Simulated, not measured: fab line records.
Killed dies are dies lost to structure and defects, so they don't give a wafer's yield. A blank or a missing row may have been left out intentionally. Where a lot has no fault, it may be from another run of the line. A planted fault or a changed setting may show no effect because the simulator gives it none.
fab line records	flow nand-harc
record: lots: 24	wafers: 72	last-day: 33
route steps=1302 shown A_STAIRCASE@885 A_WL_FILL@977 A_CONTACT@998
lots that met no fault: from a run of the same line without faults
start-h: the number of hours between the record's first day and the start of the first shown wafer of the lot	wait-h: hours from the lot's prior step to this one	" same as the row above	L1.1+2: a row that stands for several wafers	- no value, or no start given	* or withheld: withheld	< > ~ a bound
route shown NAME@n: a module of which the file shows steps, and the number in the route of the first	usual: mean and standard deviation over wafers with no fault	same: alike in all rows	chamber/n: place in a boat	sites: each site's reading	_std_site: the values' standard deviation	_edge_site: mean of outer sites minus mean of inner sites	radius-mm: how far each site lies from the wafer's centre	mask NAME#n: copy n	behind: the last tool/chamber to shape the wafer	hold: reason for holding the lot/hours on hold/outcome of the hold	device: the transistor (n, p or np) that didn't switch	end of line: tests of these same wafers at the route's end	step lacking rows: just its recipe	killed: at the first sort, the dies lost to defects and structure; wafer yield is something else	map: a wafer's dies, x killed, . not, _ none there
set.NAME: setting as actually run; set.NAME@STEP: the setting as run at that earlier step	model.NAME: the simulator's own value behind a step, which no gauge read
a sample of lots followed through the steps of the route, with each step as a table and each wafer as a row
services: from which hour (start-h, from the record's first day; less than 0 if before it) a tool's chamber was out of use, for how many hours, and why
== steps ==
step: NHARC_A_STAIRCASE_DEP_471
recipe: target-thk-a: 1000	temp-c: 400	pressure-torr: 6.5	rf-w: 900	teos-flow-sccm: 161.4	flow-sccm: 2650	target-thk-nm: 100	gas: O2	material: SiO2
usual: heater-power-w: 518/78	susceptor-temp-C: 400.04/0.2	throttle-valve-pct: 15.8/0.52
lot.wafer	tool	chamber	start-h	wait-h	heater-power-w	susceptor-temp-C	throttle-valve-pct
L074.2	pecvd-03	2	430.17	-	438	399.94	15.8
L074.6	"	2	"	"	443	399.98	16.0
L074.4	"	0	"	"	511	400.04	16.5
L076.3	pecvd-03	0	443.82	-	508	399.94	16.7
L076.2	"	1	"	"	518	400.08	16.0
L076.5	"	0	"	"	488	400.13	16.6
L075.2	pecvd-02	0	443.96	-	394	400.44	15.6
L075.4	"	1	"	"	586	400.08	16.2
L075.6	"	2	"	"	579	400.10	15.3
L077.1	pecvd-02	0	461.69	-	422	399.76	15.3
L077.3	"	1	"	"	569	399.64	16.1
L077.4	"	2	"	"	623	399.87	15.2
L079.2	pecvd-02	2	472.30	-	560	400.29	15.4
L079.6	"	2	"	"	554	400.05	15.4
L079.5	"	0	"	"	398	400.49	15.3
L078.1	pecvd-02	2	473.55	-	620	399.81	15.2
L078.5	"	2	"	"	650	400.15	15.3
L078.6	"	1	"	"	573	400.12	16.3
L081.1	pecvd-03	1	508.17	-	560	400.12	16.6
L081.3	"	2	"	"	494	400.08	16.0
L081.6	"	1	"	"	569	400.14	16.4
L080.1	pecvd-02	1	518.99	-	539	399.77	16.3
L080.2	"	2	"	"	507	399.88	15.3
L080.3	"	0	"	"	414	399.99	15.5
L083.2	pecvd-04	0	526.93	-	488	400.03	16.5
L083.4	"	0	"	"	498	400.08	16.1
L083.5	"	1	"	"	528	399.78	15.0
L082.2	pecvd-03	1	527.27	-	614	399.95	16.6
L082.6	"	2	"	"	458	399.92	16.0
L082.4	"	0	"	"	570	400.24	16.9
L085.1	pecvd-04	2	540.07	-	603	399.68	15.2
L085.2	"	0	"	"	449	399.92	16.5
L085.6	"	0	"	"	454	399.89	16.7
L084.1	pecvd-02	0	540.30	-	426	399.92	15.7
L084.3	"	1	"	"	581	399.73	16.2
L084.6	"	0	"	"	434	400.07	15.7
L086.6	pecvd-02	0	552.40	-	429	399.88	15.5
L086.4	"	1	"	"	575	400.40	16.5
L086.5	"	2	"	"	630	400.53	15.5
L088.3	pecvd-02	0	574.99	-	351	400.00	15.8
L088.1	"	1	"	"	526	399.90	16.6
L088.5	"	1	"	"	512	400.04	16.4
L090.1	pecvd-02	2	584.10	-	509	400.02	15.4
L090.6	"	1	"	"	551	400.22	16.4
L090.4	"	0	"	"	387	399.92	16.0
L087.3	pecvd-02	1	585.06	-	541	400.19	16.5
L087.5	"	0	"	"	405	400.17	15.6
L087.6	"	1	"	"	533	400.02	16.2
L089.2	pecvd-03	0	592.92	-	561	399.86	16.1
L089.6	"	0	"	"	564	399.66	15.9
L089.4	"	2	"	"	479	399.82	15.6
L092.1	pecvd-02	1	604.27	-	588	399.86	16.4
L092.3	"	2	"	"	583	399.87	15.2
L092.5	"	0	"	"	427	400.40	15.3
L091.2	pecvd-02	2	604.67	-	652	400.15	14.8
L091.5	"	2	"	"	657	400.31	15.3
L091.6	"	1	"	"	428	399.92	15.8
L093.3	pecvd-03	2	620.98	-	424	400.01	15.3
L093.5	"	1	"	"	585	400.34	16.2
L093.4	"	0	"	"	540	399.99	16.1
L095.1	pecvd-02	1	634.63	-	554	400.13	16.3
L095.2	"	0	"	"	410	399.83	15.4
L095.6	"	0	"	"	411	400.21	15.6
L094.3	pecvd-03	2	635.75	-	448	399.95	15.3
L094.5	"	1	"	"	626	400.11	16.4
L094.6	"	0	"	"	466	400.03	16.1
L097.3	pecvd-02	2	655.16	-	577	400.68	15.1
L097.4	"	2	"	"	586	400.08	15.2
L097.6	"	1	"	"	457	399.89	16.4
L096.2	pecvd-03	0	655.22	-	556	399.80	16.1
L096.5	"	1	"	"	632	400.03	16.6
L096.6	"	2	"	"	479	400.34	15.6
step: NHARC_A_WL_FILL_CMP_12
recipe: t-overpolish-s: 30	target-thk-nm: 100
usual: motor-current-A: 12.7/1.1	overpolish-run-s: 30.000/0.0084	time-to-endpoint-s: 20.2/2.9
lot.wafer	tool	chamber	start-h	wait-h	motor-current-A	overpolish-run-s	time-to-endpoint-s
L074.2	cmp-01	0	478.46	0.2	15.4	30.005	20.8
L074.4	"	1	"	"	12.7	30.003	24.8
L074.6	"	3	"	"	12.1	30.000	25.5
L076.3	cmp-01	1	487.77	0.1	12.7	30.012	18.6
L076.2	"	2	"	"	14.3	30.002	22.8
L076.5	"	3	"	"	11.9	29.999	20.1
L075.2	cmp-01	0	500.40	0.2	16.1	29.997	17.1
L075.4	"	1	"	"	12.5	30.002	17.7
L075.6	"	0	"	"	15.0	30.000	14.6
L077.1	cmp-04	3	507.75	0.2	11.9	29.992	17.9
L077.3	"	0	"	"	11.1	29.993	24.2
L077.4	"	1	"	"	13.0	30.004	21.4
L078.1	cmp-03	3	515.98	0.1	12.0	30.004	16.4
L078.6	"	3	"	"	11.7	30.010	16.2
L078.5	"	0	"	"	12.7	30.003	16.6
L079.2	cmp-04	3	524.31	0.2	11.9	30.000	13.3
L079.6	"	0	"	"	11.3	30.007	22.6
L079.5	"	1	"	"	12.7	30.000	20.7
L081.1	cmp-01	2	554.90	0.2	13.5	30.000	23.0
L081.3	"	3	"	"	12.2	30.010	22.1
L081.6	"	2	"	"	13.8	30.001	23.2
L080.2	cmp-03	3	565.36	0.1	11.0	29.999	18.2
L080.1	"	0	"	"	12.4	29.999	20.8
L080.3	"	2	"	"	12.2	30.016	20.2
L082.4	cmp-03	0	570.43	0.1	12.5	29.987	21.2
L082.2	"	1	"	"	12.9	29.997	19.8
L082.6	"	0	"	"	12.6	29.999	20.4
L083.2	cmp-01	2	573.58	0.1	12.9	29.988	20.1
L083.4	"	3	"	"	12.2	30.002	20.5
L083.5	"	2	"	"	13.5	30.001	24.4
L085.2	cmp-01	0	585.18	0.2	16.4	30.020	20.9
L085.1	"	1	"	"	12.5	29.984	23.9
L085.6	"	0	"	"	15.1	30.009	20.5
L084.3	cmp-01	0	590.29	0.1	15.6	29.993	17.5
L084.1	"	2	"	"	13.9	30.014	22.4
L084.6	"	0	"	"	15.2	30.007	17.9
L086.4	cmp-04	2	597.12	0.1	12.2	30.003	14.2
L086.5	"	0	"	"	11.1	29.998	20.2
L086.6	"	1	"	"	13.3	29.999	19.2
L090.1	cmp-03	2	628.99	0.2	12.5	29.999	19.4
L090.4	"	3	"	"	11.6	29.995	16.4
L090.6	"	3	"	"	11.7	29.999	17.1
L088.1	cmp-04	3	629.00	0.1	11.9	29.998	16.7
L088.3	"	2	"	"	12.0	30.001	18.0
L088.5	"	0	"	"	11.6	29.990	21.6
L087.3	cmp-01	0	629.18	0.2	14.7	30.006	19.1
L087.5	"	2	"	"	14.0	30.004	22.8
L087.6	"	3	"	"	11.8	30.014	23.8
L089.2	cmp-03	1	641.82	0.1	12.7	30.003	19.2
L089.4	"	2	"	"	13.1	30.007	18.8
L089.6	"	1	"	"	12.2	30.004	16.3
L092.1	cmp-03	2	650.13	0.1	12.4	30.002	17.9
L092.3	"	3	"	"	11.7	29.996	18.1
L092.5	"	2	"	"	13.4	30.000	19.9
L091.2	cmp-01	2	650.21	0.2	13.8	30.013	25.4
L091.6	"	3	"	"	12.5	30.010	21.5
L091.5	"	0	"	"	15.0	29.997	19.1
L093.4	cmp-01	1	664.73	0.1	13.2	30.017	24.5
L093.3	"	3	"	"	12.1	30.007	27.2
L093.5	"	2	"	"	13.4	29.990	29.2
L095.1	cmp-03	2	681.14	0.2	12.2	29.999	23.1
L095.2	"	0	"	"	12.9	30.001	21.8
L095.6	"	2	"	"	11.8	29.987	25.7
L094.3	cmp-04	1	681.20	0.2	12.8	29.995	23.2
L094.5	"	2	"	"	11.5	30.009	17.4
L094.6	"	3	"	"	12.1	30.006	17.0
L096.2	cmp-03	0	700.30	0.2	12.2	29.995	17.9
L096.6	"	1	"	"	12.8	30.006	18.4
L096.5	"	2	"	"	12.3	30.000	17.5
L097.3	cmp-03	2	700.43	0.1	12.4	29.988	19.9
L097.4	"	3	"	"	11.2	30.007	19.8
L097.6	"	0	"	"	12.3	29.985	19.1
step: NHARC_A_CONTACT_OVL_MEAS_43
usual: overlay-x-nm: 0.0/0.56	overlay-y-nm: -0.2/0.88
lot.wafer	tool	chamber	start-h	wait-h	overlay-x-nm	overlay-y-nm
L074.2	overlay-01	-	484.67	-	0.0	-0.1
L074.4	"	-	"	"	-0.3	-0.4
L074.6	"	-	"	"	0.0	-0.4
L076.2	overlay-01	-	493.91	-	-0.8	-0.6
L076.3	"	-	"	"	-0.5	-1.0
L076.5	"	-	"	"	-0.7	-1.0
L075.2	overlay-02	-	506.89	-	0.5	-0.5
L075.4	"	-	"	"	1.1	-0.5
L075.6	"	-	"	"	-0.1	-0.3
L077.1	overlay-01	-	513.83	-	-0.4	-1.0
L077.3	"	-	"	"	-0.7	-0.7
L077.4	"	-	"	"	-0.5	-0.9
L078.1	overlay-02	-	522.17	-	-0.1	-1.7
L078.5	"	-	"	"	0.0	-1.2
L078.6	"	-	"	"	0.1	-1.6
L079.2	overlay-02	-	530.45	-	-0.2	0.4
L079.5	"	-	"	"	-0.7	0.3
L079.6	"	-	"	"	-0.4	0.9
L081.1	overlay-02	-	562.75	-	-1.1	0.4
L081.3	"	-	"	"	-1.5	0.2
L081.6	"	-	"	"	-1.0	0.7
L080.1	overlay-02	-	571.52	-	-0.2	0.5
L080.2	"	-	"	"	0.4	0.4
L080.3	"	-	"	"	0.2	0.4
L082.2	overlay-02	-	577.70	-	1.4	0.9
L082.4	"	-	"	"	0.9	0.7
L082.6	"	-	"	"	1.0	0.7
L083.2	overlay-02	-	579.87	-	-0.3	0.8
L083.4	"	-	"	"	-0.4	1.5
L083.5	"	-	"	"	0.1	0.7
L085.1	overlay-02	-	592.25	-	-0.1	-0.3
L085.2	"	-	"	"	0.4	-0.2
L085.6	"	-	"	"	0.2	-0.2
L084.1	overlay-01	-	596.65	-	0.2	-1.6
L084.3	"	-	"	"	0.0	-2.1
L084.6	"	-	"	"	0.0	-1.8
L086.4	overlay-01	-	604.90	-	-0.4	1.2
L086.5	"	-	"	"	-0.2	1.1
L086.6	"	-	"	"	-1.0	1.0
L088.1	overlay-02	-	635.10	-	0.1	-0.8
L088.3	"	-	"	"	0.1	-0.4
L088.5	"	-	"	"	0.3	-0.6
L090.1	overlay-01	-	635.40	-	0.3	0.9
L090.4	"	-	"	"	0.1	0.6
L090.6	"	-	"	"	-0.5	1.4
L087.3	overlay-01	-	638.22	-	0.3	-0.3
L087.5	"	-	"	"	0.7	-1.0
L087.6	"	-	"	"	0.7	-1.2
L089.2	overlay-02	-	648.05	-	-0.2	-0.4
L089.4	"	-	"	"	0.3	-0.3
L089.6	"	-	"	"	-0.5	-1.1
L092.1	overlay-02	-	657.18	-	-0.4	-0.9
L092.3	"	-	"	"	-0.2	-1.1
L092.5	"	-	"	"	0.1	-1.3
L091.2	overlay-01	-	658.01	-	0.3	-0.4
L091.5	"	-	"	"	0.1	-0.6
L091.6	"	-	"	"	-0.2	0.1
L093.3	overlay-02	-	674.86	-	0.1	-0.6
L093.4	"	-	"	"	0.2	-1.0
L093.5	"	-	"	"	-0.2	0.1
L095.1	overlay-02	-	690.15	-	1.3	-0.4
L095.2	"	-	"	"	1.2	-0.7
L095.6	"	-	"	"	0.9	-1.0
L094.3	overlay-02	-	690.76	-	-0.3	-0.5
L094.5	"	-	"	"	0.1	0.2
L094.6	"	-	"	"	-0.2	-0.2
L096.2	overlay-02	-	708.95	-	-0.4	1.4
L096.5	"	-	"	"	-0.5	1.4
L096.6	"	-	"	"	-1.4	1.7
L097.3	overlay-02	-	709.11	-	-0.4	-0.2
L097.4	"	-	"	"	-0.6	-0.7
L097.6	"	-	"	"	-0.2	-0.5
step: NHARC_A_CONTACT_ETCH_51
recipe: target-depth-a: 70000	over-etch-frac: 0.3	time-s: 1820	ion-energy-ev: 150	o2-flow-sccm: 400	cos-flow-sccm: 20	ar-flow-sccm: 0	rf-w: 500	bias-w: 300	chemistry: O2/COS
usual: drypump-motor-current-A: 5.6/0.56	oes-product-au: 0.998/0.011	rf-vpp-V: 314.9/2.2	showerhead-plenum-p-Torr: 3.17/0.15	throttle-valve-pct: 28.329/0.0097
lot.wafer	tool	chamber	start-h	wait-h	drypump-motor-current-A	oes-product-au	rf-hours-counter-h	rf-vpp-V	showerhead-plenum-p-Torr	throttle-valve-pct
L074.4	rie-diel-10	3	-	-	6.8	1.000	17	315.9	3.23	28.329
L074.2	"	1	"	"	6.5	0.996	21	312.4	2.99	28.323
L074.6	"	3	"	"	6.8	1.000	-	316.9	3.23	28.339
L076.2	rie-diel-13	2	-	-	5.7	0.985	28	317.6	3.29	28.327
L076.3	"	3	"	"	4.8	0.998	22	311.8	2.94	28.335
L076.5	"	1	"	"	5.7	0.984	-	313.9	3.17	28.316
L075.4	rie-diel-02	1	-	-	5.3	1.005	35	316.8	3.29	28.334
L075.2	"	3	"	"	5.3	1.017	35	313.2	3.09	28.320
L075.6	"	0	"	"	6.0	0.977	-	312.7	2.93	28.303
L077.3	rie-diel-13	0	-	-	5.1	1.015	29	309.1	2.89	28.324
L077.1	"	1	"	"	5.7	0.983	28	315.8	3.17	28.329
L077.4	"	2	"	"	5.7	0.984	31	315.5	3.29	28.321
L078.1	rie-diel-02	1	-	-	5.3	1.005	45	315.9	3.29	28.325
L078.5	"	2	"	"	6.2	0.995	-	314.4	3.20	28.318
L078.6	"	3	"	"	5.3	1.011	-	313.1	3.08	28.338
L079.2	rie-diel-13	3	-	-	4.8	1.002	1	311.7	2.94	28.318
L079.5	"	0	"	"	5.1	1.013	-	316.0	3.37	28.327
L079.6	"	1	"	"	5.7	0.978	-	316.3	3.17	28.324
L081.3	rie-diel-13	2	-	-	5.7	1.005	5	317.0	3.29	28.342
L081.1	"	1	"	"	5.7	0.990	5	313.7	3.17	28.341
L081.6	"	2	"	"	5.7	1.006	-	316.6	3.29	28.326
L080.1	rie-diel-13	3	-	-	4.8	1.004	6	311.5	2.94	28.324
L080.3	"	0	"	"	5.1	1.018	6	318.9	3.37	28.338
L080.2	"	1	"	"	5.8	0.982	6	315.5	3.17	28.321
L082.2	rie-diel-13	2	-	-	5.7	1.003	6	317.3	3.28	28.326
L082.4	"	0	"	"	5.1	1.012	7	317.7	3.37	28.331
L082.6	"	2	"	"	5.7	0.998	-	316.4	3.28	28.337
L083.2	rie-diel-13	1	-	-	5.7	0.986	9	315.6	3.17	28.310
L083.4	"	0	"	"	5.1	0.996	8	317.4	3.37	28.332
L083.5	"	1	"	"	5.7	0.988	-	316.2	3.17	28.315
L085.2	rie-diel-13	2	-	-	5.7	1.000	12	316.4	3.28	28.332
L085.1	"	0	"	"	5.1	1.003	12	317.3	3.37	28.331
L085.6	"	1	"	"	5.8	0.984	-	316.4	3.16	28.316
L084.3	rie-diel-10	2	-	-	5.1	0.998	63	316.3	3.34	28.329
L084.1	"	0	"	"	5.5	0.987	61	314.7	3.19	28.311
L084.6	"	3	"	"	6.8	0.997	-	316.5	3.21	28.328
L086.5	rie-diel-02	2	-	-	6.2	1.001	-	314.7	3.19	28.339
L086.6	"	3	"	"	5.3	0.996	-	314.1	3.07	28.342
L086.4	"	1	"	"	5.4	1.000	-	316.2	3.27	28.328
L088.1	rie-diel-13	3	-	-	4.8	1.000	19	311.7	2.93	28.323
L088.3	"	0	"	"	5.1	1.006	19	316.6	3.36	28.357
L088.5	"	3	"	"	4.8	0.999	-	311.5	2.93	28.318
L090.4	rie-diel-10	2	-	-	5.1	1.004	13	317.1	3.33	28.333
L090.1	"	0	"	"	5.5	1.010	8	315.1	3.18	28.326
L090.6	"	1	"	"	6.5	1.009	-	311.7	2.96	28.332
L087.3	rie-diel-13	3	-	-	4.8	0.989	20	311.8	2.93	28.323
L087.6	"	0	"	"	5.1	1.012	-	316.8	3.36	28.334
L087.5	"	1	"	"	5.7	0.991	-	315.8	3.16	28.349
L089.2	rie-diel-10	3	-	-	6.7	1.012	14	316.0	3.20	28.333
L089.4	"	1	"	"	6.5	1.009	14	312.7	2.96	28.333
L089.6	"	3	"	"	6.7	1.010	-	316.7	3.20	28.328
L092.3	rie-diel-02	3	-	-	5.3	1.001	28	312.2	3.06	28.321
L092.1	"	0	"	"	6.0	0.990	19	311.9	2.91	28.339
L092.5	"	2	"	"	6.3	0.987	-	314.8	3.18	28.337
L091.2	rie-diel-10	0	-	-	5.5	1.008	16	314.5	3.18	28.337
L091.5	"	2	"	"	5.1	0.989	-	317.2	3.33	28.326
L091.6	"	3	"	"	6.8	1.005	-	316.3	3.20	28.324
L093.4	rie-diel-02	1	-	-	5.3	1.011	35	314.0	3.26	28.338
L093.3	"	3	"	"	5.3	1.009	33	314.3	3.06	28.335
L093.5	"	1	"	"	5.3	1.007	-	316.2	3.26	28.320
L095.1	rie-diel-13	2	-	-	5.7	1.009	29	315.6	3.27	28.330
L095.2	"	0	"	"	5.1	1.004	28	315.9	3.36	28.336
L095.6	"	2	"	"	5.7	1.000	-	316.8	3.27	28.322
L094.3	rie-diel-10	0	-	-	5.5	1.008	27	317.3	3.17	28.333
L094.6	"	2	"	"	5.1	0.998	-	317.1	3.32	28.333
L094.5	"	3	"	"	6.7	1.003	-	316.0	3.19	28.329
L097.4	rie-diel-02	2	-	-	6.3	0.993	48	315.0	3.17	28.326
L097.3	"	0	"	"	6.0	1.006	36	310.7	2.90	28.312
L097.6	"	3	"	"	5.3	1.023	-	312.8	3.05	28.315
L096.2	rie-diel-13	2	-	-	5.7	0.995	1	316.9	3.27	28.325
L096.5	"	3	"	"	4.8	0.976	-	312.3	2.93	28.330
L096.6	"	0	"	"	5.1	1.004	-	316.6	3.36	28.319
step: NHARC_A_CONTACT_ETCH_121
recipe: source-w: withheld	pressure-mtorr: 20	bias-v: 3000	time-s: 190	target-depth-a: 18500	ar-flow-sccm: withheld	c4f8-flow-sccm: withheld	o2-flow-sccm: withheld	chemistry: C4F8/O2/Ar
usual: oes-air-line-au: 1.002/0.02
lot.wafer	tool	chamber	start-h	wait-h	oes-air-line-au	rf-hours-counter-h
L074.2	har-cap-etch-03	1	488.36	0.1	0.993	40
L074.4	"	0	"	"	0.997	-
L074.6	"	0	"	"	0.961	-
L076.2	har-cap-etch-01	1	497.60	0.1	1.001	128
L076.3	"	0	"	"	0.990	-
L076.5	"	0	"	"	0.990	-
L075.2	har-cap-etch-03	1	510.54	0.1	1.000	47
L075.4	"	1	"	"	0.987	-
L075.6	"	1	"	"	0.993	-
L077.1	har-cap-etch-03	0	517.48	0.1	1.025	50
L077.4	"	0	"	"	1.020	-
L077.3	"	1	"	"	0.994	-
L078.1	har-cap-etch-01	0	526.77	0.1	1.019	3
L078.6	"	1	"	"	1.009	-
L078.5	"	0	"	"	0.990	-
L079.2	har-cap-etch-01	1	534.15	0.1	1.007	5
L079.6	"	0	"	"	1.019	-
L079.5	"	1	"	"	0.988	-
L081.1	har-cap-etch-01	0	566.41	0.1	1.002	9
L081.3	"	0	"	"	0.987	-
L081.6	"	1	"	"	0.993	-
L080.1	har-cap-etch-02	1	575.53	0.1	0.996	99
L080.2	"	0	"	"	1.005	99
L080.3	"	1	"	"	0.992	-
L082.2	har-cap-etch-01	1	581.61	0.1	1.003	12
L082.4	"	0	"	"	1.018	-
L082.6	"	0	"	"	1.027	-
L083.2	har-cap-etch-02	0	583.56	0.1	0.967	101
L083.4	"	1	"	"	1.011	-
L083.5	"	1	"	"	0.992	-
L085.1	har-cap-etch-03	0	595.92	0.1	0.991	61
L085.2	"	1	"	"	1.035	61
L085.6	"	1	"	"	1.029	-
L084.1	har-cap-etch-02	1	600.36	0.1	1.012	105
L084.3	"	0	"	"	0.986	-
L084.6	"	0	"	"	0.957	-
L086.4	har-cap-etch-02	0	608.99	0.1	0.996	-
L086.5	"	0	"	"	1.018	-
L086.6	"	1	"	"	1.040	-
L088.1	har-cap-etch-02	0	639.07	0.2	1.018	111
L088.3	"	1	"	"	0.988	-
L088.5	"	1	"	"	1.000	-
L090.1	har-cap-etch-03	0	639.08	0.1	1.014	68
L090.4	"	0	"	"	1.003	-
L090.6	"	0	"	"	1.035	-
L087.3	har-cap-etch-01	0	641.95	0.1	0.986	-
L087.6	"	1	"	"	1.011	-
L087.5	"	0	"	"	1.011	-
L089.2	har-cap-etch-01	0	651.74	0.1	1.027	25
L089.4	"	1	"	"	0.978	-
L089.6	"	0	"	"	1.009	-
L092.1	har-cap-etch-03	1	660.88	0.1	0.981	74
L092.3	"	0	"	"	1.012	-
L092.5	"	1	"	"	1.013	-
L091.2	har-cap-etch-02	0	662.12	0.1	0.985	117
L091.6	"	0	"	"	0.987	-
L091.5	"	1	"	"	1.037	-
L093.3	har-cap-etch-02	1	678.58	0.1	1.011	-
L093.4	"	0	"	"	1.039	-
L093.5	"	1	"	"	1.016	-
L095.1	har-cap-etch-01	1	693.80	0.1	0.970	34
L095.2	"	0	"	"	1.043	34
L095.6	"	0	"	"	1.047	-
L094.3	har-cap-etch-03	1	694.51	0.1	0.985	-
L094.5	"	0	"	"	1.015	-
L094.6	"	1	"	"	1.022	-
L096.2	har-cap-etch-02	1	712.64	0.1	0.998	126
L096.6	"	0	"	"	0.969	-
L096.5	"	1	"	"	1.014	-
L097.4	har-cap-etch-01	0	712.83	0.1	1.017	-
L097.3	"	1	"	"	1.005	-
L097.6	"	0	"	"	0.994	-
step: NHARC_A_CONTACT_ETCH_77
recipe: target-depth-a: 1089	time-s: 54.5	cf4-flow-sccm: 100	chf3-flow-sccm: 30	ar-flow-sccm: 0	rf-w: 500	bias-w: 200	chemistry: CF4/CHF3
usual: drypump-motor-current-A: 5.5/0.54	oes-product-au: 0.933/0.022	rf-vpp-V: 371.1/2.8	showerhead-plenum-p-Torr: 1.59/0.079	throttle-valve-pct: 16.802/0.0083
lot.wafer	tool	chamber	start-h	wait-h	drypump-motor-current-A	oes-product-au	rf-hours-counter-h	rf-vpp-V	showerhead-plenum-p-Torr	throttle-valve-pct
L074.2	rie-diel-13	1	-	-	5.7	0.924	25	372.4	1.60	16.809
L074.4	"	3	"	"	4.8	0.929	22	367.0	1.48	16.794
L074.6	"	1	"	"	5.7	0.912	-	370.8	1.60	16.801
L076.2	rie-diel-13	3	-	-	4.8	0.922	23	366.3	1.48	16.793
L076.3	"	0	"	"	5.1	0.937	27	365.6	1.46	16.787
L076.5	"	2	"	"	5.7	0.931	-	373.1	1.66	16.795
L075.2	rie-diel-10	2	-	-	5.1	0.927	29	374.8	1.69	16.798
L075.4	"	3	"	"	6.8	0.917	25	371.8	1.63	16.806
L075.6	"	2	"	"	5.1	0.930	-	374.1	1.69	16.782
L077.1	rie-diel-02	1	-	-	5.3	0.926	45	373.0	1.66	16.795
L077.3	"	2	"	"	6.2	0.920	46	373.3	1.61	16.797
L077.4	"	3	"	"	5.3	0.935	43	370.8	1.55	16.813
L078.1	rie-diel-13	3	-	-	4.8	0.929	1	367.3	1.48	16.806
L078.6	"	2	"	"	5.7	0.909	-	373.7	1.66	16.794
L078.5	"	3	"	"	4.8	0.931	-	369.3	1.48	16.789
L079.2	rie-diel-02	2	-	-	6.2	0.921	54	374.1	1.61	16.802
L079.6	"	3	"	"	5.3	0.915	-	369.2	1.55	16.796
L079.5	"	0	"	"	6.0	0.897	-	367.9	1.47	16.797
L081.1	rie-diel-10	2	573.95	0.4	5.1	0.939	53	374.0	1.69	16.801
L081.3	"	1	"	"	6.5	0.929	52	368.4	1.50	16.809
L081.6	"	3	"	"	6.7	0.928	-	372.3	1.62	16.799
L080.1	rie-diel-13	2	-	-	5.7	0.924	9	373.5	1.65	16.802
L080.2	"	3	"	"	4.8	0.932	10	367.1	1.48	16.811
L080.3	"	0	"	"	5.1	0.936	9	373.8	1.70	16.809
L082.2	rie-diel-13	3	-	-	4.8	0.922	11	367.5	1.48	16.798
L082.4	"	2	"	"	5.7	0.909	11	375.1	1.65	16.806
L082.6	"	3	"	"	4.8	0.922	-	367.5	1.48	16.795
L083.4	rie-diel-02	3	-	-	5.3	0.960	2	369.9	1.55	16.789
L083.2	"	0	"	"	6.0	0.979	2	367.1	1.47	16.817
L083.5	"	2	"	"	6.2	0.951	-	371.9	1.61	16.799
L085.2	rie-diel-13	1	-	-	5.7	0.907	16	372.9	1.59	16.802
L085.1	"	2	"	"	5.7	0.922	15	373.8	1.65	16.814
L085.6	"	0	"	"	5.1	0.933	-	375.0	1.70	16.796
L084.1	rie-diel-13	3	-	-	4.8	0.931	15	369.5	1.48	16.817
L084.3	"	0	"	"	5.1	0.942	15	374.6	1.70	16.804
L084.6	"	1	"	"	5.7	0.923	-	372.7	1.59	16.806
L086.4	rie-diel-13	1	-	-	5.7	0.969	19	372.2	1.59	16.807
L086.5	"	2	"	"	5.7	0.980	-	374.8	1.65	16.815
L086.6	"	3	"	"	4.8	0.964	-	368.4	1.48	16.788
L090.4	rie-diel-13	0	-	-	5.1	0.960	21	373.5	1.69	16.783
L090.1	"	1	"	"	5.7	0.969	23	371.3	1.59	16.805
L090.6	"	1	"	"	5.7	0.968	-	370.1	1.59	16.802
L088.3	rie-diel-02	2	-	-	6.2	0.977	23	372.0	1.60	16.802
L088.1	"	3	"	"	5.3	0.982	24	369.6	1.54	16.808
L088.5	"	2	"	"	6.2	0.961	-	371.9	1.60	16.807
L087.3	rie-diel-13	0	-	-	5.1	0.937	22	375.1	1.69	16.807
L087.6	"	1	"	"	5.7	0.909	-	371.5	1.59	16.805
L087.5	"	2	"	"	5.7	0.922	-	372.5	1.65	16.797
L089.4	rie-diel-10	2	-	-	5.1	0.916	21	372.6	1.68	16.805
L089.2	"	3	"	"	6.8	0.922	21	371.3	1.61	16.823
L089.6	"	2	"	"	5.1	0.912	-	373.8	1.68	16.794
L092.3	rie-diel-13	0	-	-	5.1	0.975	23	375.5	1.69	16.793
L092.1	"	1	"	"	5.7	0.901	26	370.8	1.59	16.793
L092.5	"	3	"	"	4.8	0.913	-	366.1	1.48	16.815
L091.2	rie-diel-02	0	-	-	6.0	0.954	23	366.5	1.47	16.816
L091.6	"	0	"	"	6.0	0.952	-	366.7	1.47	16.808
L091.5	"	1	"	"	5.3	0.923	-	372.7	1.64	16.799
L093.4	rie-diel-13	3	-	-	4.8	0.951	27	367.4	1.48	16.794
L093.3	"	0	"	"	5.1	0.971	27	374.9	1.69	16.813
L093.5	"	3	"	"	4.8	0.952	-	366.3	1.48	16.789
L095.1	rie-diel-10	3	-	-	6.7	0.930	33	373.2	1.61	16.798
L095.2	"	0	"	"	5.5	0.928	29	371.6	1.60	16.813
L095.6	"	2	"	"	5.1	0.925	-	374.3	1.67	16.789
L094.3	rie-diel-02	2	-	-	6.3	0.910	43	371.0	1.60	16.803
L094.6	"	2	"	"	6.2	0.912	-	369.7	1.60	16.814
L094.5	"	3	"	"	5.3	0.927	-	370.4	1.54	16.812
L096.2	rie-diel-13	2	-	-	5.7	0.926	2	372.7	1.65	16.810
L096.6	"	3	"	"	4.8	0.905	-	364.9	1.48	16.801
L096.5	"	0	"	"	5.1	0.941	-	375.5	1.69	16.802
L097.3	rie-diel-02	3	-	-	5.3	0.927	47	370.1	1.54	16.796
L097.4	"	0	"	"	6.0	0.915	38	366.3	1.46	16.806
L097.6	"	1	"	"	5.3	0.917	-	371.8	1.64	16.803
== services ==
tool	chamber	start-h	hours	kind
pecvd-02	-	408.13	13.0	pm
rie-diel-10	-	421.83	9.0	pm
rie-diel-10	1	444.88	5.8	repair
rie-diel-13	0	454.68	5.0	repair
rie-diel-13	0	469.43	4.0	repair
cmp-01	-	480.19	4.0	pm
pecvd-02	-	481.12	0.6	repair
cmp-01	-	503.24	1.3	repair
rie-diel-13	-	519.10	9.0	pm
rie-diel-10	3	562.48	11.0	repair
rie-diel-13	2	568.16	8.0	repair
cmp-01	-	578.19	4.0	pm
pecvd-02	-	589.13	13.0	pm
rie-diel-10	-	601.03	9.0	pm
rie-diel-02	0	602.62	32.6	repair
rie-diel-10	0	633.93	1.8	repair
rie-diel-13	-	657.37	2.3	repair
rie-diel-02	1	662.03	4.3	repair
rie-diel-10	1	671.73	10.6	repair
cmp-01	-	676.19	4.0	pm
rie-diel-02	1	679.68	2.1	repair
rie-diel-02	2	688.57	2.7	repair
rie-diel-13	-	696.25	9.0	pm
rie-diel-02	-	706.52	0.7	repair
== key ==
fault none
